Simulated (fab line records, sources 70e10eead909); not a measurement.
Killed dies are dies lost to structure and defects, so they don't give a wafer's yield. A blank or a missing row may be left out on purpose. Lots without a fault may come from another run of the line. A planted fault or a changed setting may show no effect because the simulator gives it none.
Chamber matching | flow nand_harc | NHARC_P_CONTACT_DEP_30 on pecvd-01: 3 sister chambers
The step deposits SiNx, target thk 30 nm. 3 wafers are shown with their chamber, then 11 later ones without.

WAFERS WITH THEIR CHAMBER
wafer  | chamber | heater_power_w (W)
L087.2 | 0       | 643
L087.4 | 1       | 632
L088.1 | 2       | 576

WAFERS WITHOUT THEIR CHAMBER
wafer  | heater_power_w (W)
L088.2 | 561
L088.5 | 594
L089.4 | 597
L089.5 | 604
L089.6 | 625
L091.1 | 574
L091.4 | 578
L091.5 | 681
L093.2 | 574
L093.3 | 564
L093.6 | 649

WHICH CHAMBER EACH WENT THROUGH
wafer  | from the rows above          | in truth
L088.2 | 2                            | 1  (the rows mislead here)
L088.5 | can't be placed: 2 or 1 or 0 | 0
L089.4 | can't be placed: 2 or 1 or 0 | 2
L089.5 | can't be placed: 1 or 2 or 0 | 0
L089.6 | can't be placed: 1 or 0      | 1
L091.1 | 2                            | 2
L091.4 | 2                            | 2
L091.5 | can't be placed: 0 or 1      | 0
L093.2 | 2                            | 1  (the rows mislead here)
L093.3 | 2                            | 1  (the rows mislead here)
L093.6 | can't be placed: 0 or 1      | 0
Placed correctly: 2 of 11. Can't be placed from these rows: 6 (the true chamber is among the candidates in 6). Placed wrongly: 3.
How it was worked out, from the rows above alone: a wafer's distance from a chamber is the root of the sum, over the readings, of the square of ((its reading less the chamber's mean) divided by the reading's scatter). The wafer belongs to the nearest chamber; if the next one is less than 2 further off, it can't be placed. A chamber's mean is the mean of its shown wafers. The scatter: with one shown wafer a chamber, the root of the mean of the squares of how far each hidden wafer lies from its nearest shown one.
